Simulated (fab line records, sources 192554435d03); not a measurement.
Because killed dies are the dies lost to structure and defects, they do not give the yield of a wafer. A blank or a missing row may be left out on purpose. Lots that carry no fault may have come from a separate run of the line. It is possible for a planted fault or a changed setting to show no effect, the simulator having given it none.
What tool caused it?	flow n5Finfet	Sampling: 23 lots, 69 wafers, 6 of 1938 route steps

== WHAT THE GAUGES SHOWED, per wafer ==
N5_BEOL_M13_THK_MEAS_50: measures by xrf.
lot	measured	on	M13_THK (nm)
L074	day 11 01:10	filmMetro-02	413 406 413
L077	day 11 10:42	filmMetro-01	404 423 411
L076	day 11 13:42	filmMetro-01	416 414 419
L075	day 11 23:18	filmMetro-02	407 407 404
L078	day 12 04:32	filmMetro-01	420 421 425
L079	day 12 04:41	filmMetro-02	423 414 429
L080	day 12 13:01	filmMetro-01	416 414 407
L081	day 12 14:17	filmMetro-02	403 417 407
L082	day 12 20:05	filmMetro-02	426 420 414
L085	day 13 13:14	filmMetro-01	411 418 417
L088	day 14 09:08	filmMetro-02	412 418 410
L087	day 14 12:48	filmMetro-01	409 415 413
L086	day 14 15:21	filmMetro-01	403 418 415
L084	day 14 16:28	filmMetro-02	417 420 416
L090	day 14 16:41	filmMetro-02	414 410 405
L089	day 14 17:17	filmMetro-02	410 406 420
L091	day 15 11:05	filmMetro-02	419 425 413
L092	day 16 00:17	filmMetro-02	419 417 415
L093	day 16 04:29	filmMetro-02	421 416 409
L094	day 16 06:25	filmMetro-01	412 414 406
L096	day 16 07:52	filmMetro-02	410 423 407
L095	day 16 10:10	filmMetro-02	410 420 410
L097	day 17 09:30	filmMetro-02	402 412 416

== WHICH TOOL RAN EACH LOT (tool, then ch and the chambers of the sampled wafers, then the start) ==
lot	N5_BEOL_M11_DEP_56	N5_BEOL_M12_DESCUM_15	N5_BEOL_M12_ETCH_67	N5_BEOL_M13_ETCH_68	N5_BEOL_M13_SPUTTER_44
L074	pecvd-04 ch 0,1,2, day 10 13:20	rieDiel-02 ch 0,1,2, day 10 14:59	rieDiel-02 ch 0,1,2, day 10 16:43	rieDiel-06 ch 0,1,3, day 10 21:50	pvdSputter-03, day 11 00:13
L077	pecvd-04 ch 0,2, day 10 23:07	rieDiel-02 ch 1,2, day 11 00:20	rieDiel-02 ch 0,3, day 11 01:59	rieDiel-03 ch 0,1,2, day 11 08:39	pvdSputter-01, day 11 09:45
L076	pecvd-04 ch 0,2, day 11 02:20	rieDiel-04 ch 0,1,3, day 11 03:07	rieDiel-05 ch 0,3, day 11 04:24	rieDiel-06 ch 0,2, day 11 09:49	pvdSputter-03, day 11 12:45
L075	pecvd-03 ch 0,1,2, day 11 07:22	rieDiel-04 ch 1,2,3, day 11 08:22	rieDiel-02 ch 0,1,3, day 11 09:46	rieDiel-03 ch 1,2, day 11 16:22	pvdSputter-02, day 11 22:21
L078	pecvd-04 ch 0,2, day 11 12:32	rieDiel-02 ch 0,1,3, day 11 13:11	rieDiel-04 ch 0,1, day 11 14:15	rieDiel-01 ch 1,3, day 11 19:48	pvdSputter-01, day 12 03:11
L079	pecvd-04 ch 0,2, day 11 17:22	rieDiel-05 ch 0,1,2, day 11 18:01	rieDiel-05 ch 0,3, day 11 19:05	rieDiel-03 ch 0,1,3, day 12 01:41	pvdSputter-01, day 12 03:31
L080	pecvd-03 ch 0,1, day 11 22:21	rieDiel-05 ch 1,3, day 11 23:00	rieDiel-04 ch 0,1,3, day 12 00:04	rieDiel-03 ch 0,2,3, day 12 10:19	pvdSputter-02, day 12 12:04
L081	pecvd-03 ch 1,2, day 12 00:45	rieDiel-02 ch 1,2, day 12 01:24	rieDiel-02 ch 0,2,3, day 12 03:08	rieDiel-01 ch 0,2,3, day 12 11:06	pvdSputter-01, day 12 13:20
L082	pecvd-01 ch 0,1,2, day 12 09:34	rieDiel-05 ch 0,1,3, day 12 10:22	rieDiel-04 ch 0,2,3, day 12 11:26	rieDiel-06 ch 1,2,3, day 12 16:16	pvdSputter-01, day 12 19:07
L085	pecvd-03 ch 1,2, day 13 03:46	rieDiel-04 ch 0,3, day 13 04:32	rieDiel-05 ch 0,1,3, day 13 05:35	rieDiel-06 ch 1,2,3, day 13 09:50	pvdSputter-02, day 13 12:17
L088	pecvd-03 ch 0,1,2, day 13 23:29	rieDiel-05 ch 0,3, day 14 00:14	rieDiel-05 ch 0,1,2, day 14 01:18	rieDiel-06 ch 0,1,3, day 14 06:26	pvdSputter-01, day 14 08:11
L087	pecvd-01 ch 0,2, day 14 03:08	rieDiel-04 ch 0,1,2, day 14 03:56	rieDiel-05 ch 2,3, day 14 04:52	rieDiel-06 ch 1,2,3, day 14 10:32	pvdSputter-03, day 14 11:40
L086	pecvd-03 ch 0,1, day 14 03:20	rieDiel-02 ch 1,2, day 14 04:06	rieDiel-04 ch 1,2,3, day 14 05:10	rieDiel-03 ch 0,1,3, day 14 12:04	pvdSputter-02, day 14 14:23
L084	pecvd-01 ch 0,2, day 14 03:22	rieDiel-04 ch 0,1, day 14 04:11	rieDiel-02 ch 0,2, day 14 05:13	rieDiel-03 ch 0,3, day 14 14:08	pvdSputter-03, day 14 15:29
L090	pecvd-03 ch 0,2, day 14 04:03	rieDiel-04 ch 0,1,2, day 14 04:49	rieDiel-02 ch 1,2, day 14 05:58	rieDiel-06 ch 0,2,3, day 14 14:25	pvdSputter-02, day 14 15:32
L089	pecvd-03 ch 0,1,2, day 14 04:50	rieDiel-02 ch 0,2, day 14 05:40	rieDiel-05 ch 1,2,3, day 14 06:36	rieDiel-03 ch 0,1,2, day 14 14:43	pvdSputter-03, day 14 16:19
L091	pecvd-03 ch 1,2, day 14 20:08	rieDiel-02 ch 1,3, day 14 20:54	rieDiel-04 ch 0,1,3, day 14 22:01	rieDiel-01 ch 1,2,3, day 15 05:23	pvdSputter-03, day 15 10:08
L092	pecvd-01 ch 0,1, day 15 05:07	rieDiel-05 ch 0,1,3, day 15 05:53	rieDiel-02 ch 0,3, day 15 07:08	rieDiel-06 ch 1,2, day 15 20:22	pvdSputter-02, day 15 23:17
L093	pecvd-01 ch 0,1,2, day 15 19:19	rieDiel-02 ch 0,1,3, day 15 20:05	rieDiel-04 ch 1,2,3, day 15 21:09	rieDiel-01 ch 1,2,3, day 16 01:40	pvdSputter-02, day 16 03:16
L094	pecvd-01 ch 0,1,2, day 15 20:10	rieDiel-05 ch 0,1,3, day 15 20:49	rieDiel-02 ch 0,1,3, day 15 21:49	rieDiel-03 ch 2,3, day 16 02:01	pvdSputter-03, day 16 05:24
L096	pecvd-03 ch 0,1,2, day 15 22:59	rieDiel-04 ch 1,2, day 15 23:53	rieDiel-05 ch 1,3, day 16 00:57	rieDiel-03 ch 0,1,2, day 16 05:48	pvdSputter-03, day 16 06:55
L095	pecvd-04 ch 0,1, day 15 23:26	rieDiel-05 ch 0,1,3, day 16 00:13	rieDiel-02 ch 0,1,3, day 16 01:10	rieDiel-06 ch 0,1,3, day 16 06:51	pvdSputter-02, day 16 09:07
L097	pecvd-04 ch 0,1,2, day 16 21:41	rieDiel-05 ch 0,2,3, day 16 22:28	rieDiel-04 ch 0,3, day 16 23:32	rieDiel-06 ch 0,1,3, day 17 04:52	pvdSputter-03, day 17 08:27
- N5_BEOL_M11_DEP_56: deposits SiCN from 3MS/NH3, target thk 30 nm, time 10.5 s.
- N5_BEOL_M12_DESCUM_15: chemistry O2, time 7.9 s.
- N5_BEOL_M12_ETCH_67: etches SiARC in CF4, target depth 143 nm, time 238.3 s.
- N5_BEOL_M13_ETCH_68: etches SOC in N2/H2, time 355 s.
- N5_BEOL_M13_SPUTTER_44: material Ta, target thk 10 nm, time 16.13 s.

== AS READ BY THE TOOLS THEMSELVES (means over the sampled wafers that have a number; for cases with no such wafer, the mark the record gives instead) ==
N5_BEOL_M11_DEP_56.
lot	tool	chamberPressureTorr (Torr)	showerheadPlenumPTorr (Torr)	throttleValvePct (%)
L074	pecvd-04	3.005	4.175	17.4
L077	pecvd-04	3.000	4.158	16.7
L076	pecvd-04	2.998	4.152	17.2
L075	pecvd-03	3.004	4.158	18.1
L078	pecvd-04	2.994	4.154	17.4
L079	pecvd-04	2.998	4.152	17.5
L080	pecvd-03	2.995	4.173	18.4
L081	pecvd-03	3.001	4.143	18.3
L082	pecvd-01	2.999	4.174	18.1
L085	pecvd-03	2.997	4.148	18.5
L088	pecvd-03	3.001	4.163	18.1
L087	pecvd-01	3.006	4.164	17.4
L086	pecvd-03	3.001	4.171	18.2
L084	pecvd-01	2.999	4.162	17.3
L090	pecvd-03	3.004	4.183	17.8
L089	pecvd-03	2.997	4.161	18.2
L091	pecvd-03	3.000	4.156	18.0
L092	pecvd-01	2.999	4.175	18.9
L093	pecvd-01	3.001	4.171	18.2
L094	pecvd-01	3.003	4.175	18.1
L096	pecvd-03	2.994	4.164	18.2
L095	pecvd-04	3.007	4.201	18.0
L097	pecvd-04	2.992	4.181	17.6

N5_BEOL_M12_DESCUM_15.
lot	tool	drypumpMotorCurrentA (A)	o2FlowSccm (sccm)	oesProductAu (a.u.)	rfVppV (V)	showerheadPlenumPTorr (Torr)	throttleValvePct (%)
L074	rieDiel-02	5.5	225.1	0.74	243.3	2.09	20.39
L077	rieDiel-02	5.6	225.1	0.74	243.8	2.14	20.41
L076	rieDiel-04	5.6	224.4	0.69	243.2	2.03	20.47
L075	rieDiel-04	5.3	225.0	0.74	242.8	2.05	20.44
L078	rieDiel-02	5.3	224.4	0.79	243.1	2.08	20.36
L079	rieDiel-05	5.5	224.8	0.73	243.2	2.08	20.30
L080	rieDiel-05	5.6	224.5	0.80	242.9	2.12	20.27
L081	rieDiel-02	5.3	224.7	0.78	244.3	2.14	20.35
L082	rieDiel-05	5.4	225.5	0.78	243.8	2.09	20.23
L085	rieDiel-04	5.7	224.7	0.67	241.8	1.96	20.42
L088	rieDiel-05	5.2	225.8	0.78	244.5	2.13	20.14
L087	rieDiel-04	5.3	225.4	0.81	242.4	2.05	20.43
L086	rieDiel-02	5.3	225.1	0.76	243.5	2.13	20.39
L084	rieDiel-04	5.5	225.1	0.87	242.5	2.08	20.38
L090	rieDiel-04	5.3	225.7	0.82	243.4	2.05	20.42
L089	rieDiel-02	5.8	224.7	0.68	243.2	2.08	20.52
L091	rieDiel-02	5.3	225.3	0.83	242.4	2.12	20.33
L092	rieDiel-05	5.4	224.9	0.75	242.9	2.08	20.27
L093	rieDiel-02	5.4	225.2	0.76	242.9	2.06	20.40
L094	rieDiel-05	5.4	225.6	0.74	243.0	2.07	20.28
L096	rieDiel-04	5.1	225.2	0.87	243.7	2.10	20.37
L095	rieDiel-05	5.4	224.0	0.74	243.1	2.07	20.28
L097	rieDiel-05	5.5	225.4	0.83	243.6	2.14	20.20

N5_BEOL_M12_ETCH_67.
lot	tool	drypumpMotorCurrentA (A)	etchRfOnTimeS (s)	oesProductAu (a.u.)	rfVppV (V)	showerheadPlenumPTorr (Torr)	throttleValvePct (%)
L074	rieDiel-02	5.5	239	0.64	184.6	2.14	15.63
L077	rieDiel-02	5.5	240	0.68	184.6	2.13	15.62
L076	rieDiel-05	5.4	244	0.71	185.0	2.23	15.40
L075	rieDiel-02	5.3	245	0.67	184.0	2.13	15.55
L078	rieDiel-04	5.5	240	0.58	184.1	2.15	15.91
L079	rieDiel-05	5.2	244	0.68	184.3	2.19	15.36
L080	rieDiel-04	5.6	242	0.58	183.5	2.09	15.84
L081	rieDiel-02	5.7	239	0.63	184.2	2.14	15.74
L082	rieDiel-04	5.4	242	0.62	182.4	2.05	15.71
L085	rieDiel-05	5.4	246	0.65	184.2	2.15	15.56
L088	rieDiel-05	5.4	243	0.60	182.8	2.13	15.63
L087	rieDiel-05	5.8	246	0.65	185.3	2.23	15.57
L086	rieDiel-04	5.2	239	0.70	183.6	2.10	15.60
L084	rieDiel-02	5.8	237	0.59	184.3	2.14	15.87
L090	rieDiel-02	5.3	236	0.65	184.6	2.18	15.59
L089	rieDiel-05	5.7	248	0.62	184.0	2.16	15.67
L091	rieDiel-04	5.6	243	0.64	182.2	2.08	15.73
L092	rieDiel-02	5.6	243	0.61	182.7	2.07	15.74
L093	rieDiel-04	5.2	240	0.67	182.9	2.09	15.63
L094	rieDiel-02	5.3	243	0.64	183.7	2.12	15.63
L096	rieDiel-05	5.6	248	0.64	184.6	2.18	15.65
L095	rieDiel-02	5.3	243	0.63	182.9	2.12	15.64
L097	rieDiel-04	5.8	238	0.80	186.6	2.28	15.37

N5_BEOL_M13_ETCH_68.
lot	tool	drypumpMotorCurrentA (A)	oesProductAu (a.u.)	rfVppV (V)	showerheadPlenumPTorr (Torr)	throttleValvePct (%)
L074	rieDiel-06	5.7	0.85	524.6	2.56	17.52
L077	rieDiel-03	5.5	0.78	524.7	2.60	17.43
L076	rieDiel-06	5.4	0.75	522.5	2.49	17.97
L075	rieDiel-03	5.5	0.75	522.0	2.52	17.44
L078	rieDiel-01	6.1	0.80	522.3	2.48	17.51
L079	rieDiel-03	5.7	0.85	527.2	2.66	17.65
L080	rieDiel-03	5.5	0.83	525.3	2.59	17.70
L081	rieDiel-01	5.9	0.74	523.3	2.50	17.79
L082	rieDiel-06	5.5	0.78	525.6	2.58	17.73
L085	rieDiel-06	5.5	0.77	525.7	2.58	17.74
L088	rieDiel-06	5.7	0.82	525.5	2.55	17.56
L087	rieDiel-06	5.5	0.86	525.2	2.57	17.61
L086	rieDiel-03	5.7	0.82	527.2	2.66	17.68
L084	rieDiel-03	5.7	0.87	526.3	2.65	17.95
L090	rieDiel-06	5.4	0.87	524.1	2.54	17.73
L089	rieDiel-03	5.5	0.76	524.6	2.59	17.47
L091	rieDiel-01	6.1	0.83	523.8	2.56	17.55
L092	rieDiel-06	5.4	0.89	522.6	2.52	17.63
L093	rieDiel-01	6.0	0.82	525.0	2.55	17.57
L094	rieDiel-03	5.7	0.83	523.6	2.56	17.96
L096	rieDiel-03	5.5	0.75	524.6	2.59	17.50
L095	rieDiel-06	5.7	0.80	524.6	2.55	17.59
L097	rieDiel-06	5.7	0.80	524.5	2.54	17.59

N5_BEOL_M13_SPUTTER_44.
lot	tool	cathodeDcPowerW (W)	throttleValvePct (%)
L074	pvdSputter-03	15001	28.9
L077	pvdSputter-01	14999	29.4
L076	pvdSputter-03	15000	29.6
L075	pvdSputter-02	15000	29.7
L078	pvdSputter-01	15002	30.0
L079	pvdSputter-01	14999	28.8
L080	pvdSputter-02	15000	29.1
L081	pvdSputter-01	14998	30.0
L082	pvdSputter-01	14999	29.6
L085	pvdSputter-02	15001	30.2
L088	pvdSputter-01	14998	30.0
L087	pvdSputter-03	15005	30.5
L086	pvdSputter-02	15000	30.0
L084	pvdSputter-03	15004	28.9
L090	pvdSputter-02	15000	29.7
L089	pvdSputter-03	15003	29.1
L091	pvdSputter-03	14995	30.1
L092	pvdSputter-02	14999	30.3
L093	pvdSputter-02	15000	29.5
L094	pvdSputter-03	15000	29.0
L096	pvdSputter-03	14999	29.7
L095	pvdSputter-02	14999	30.2
L097	pvdSputter-03	14997	29.0

== THE ANSWER, worked out from the rows above alone ==
Rule: what is usual is taken from the lots themselves. Put in order of their means at a reading, lots are off if they are a third of the lots or fewer, leave a main group of 4 or more, and stand apart from it by a gap of 3 or more times the standard deviation of the main group's means; of several such gaps the widest counts. If all means in a main group match to the digits the tables above print for the reading, that group is not used. A lot without any number at a reading at which 4 lots or more have one is off too. The other lots that the step has rows for count as sound. After the gauges, taken in route order, come the tools' own readings; for these a lot's mean is taken, as printed above. At the first step where some lot is off, the reading lying furthest off is the one used; lots without a number count as furthest.
No lot is off at any reading shown: from this, nothing can be told.

== WHAT WAS PUT IN BY THE SIMULATOR ==
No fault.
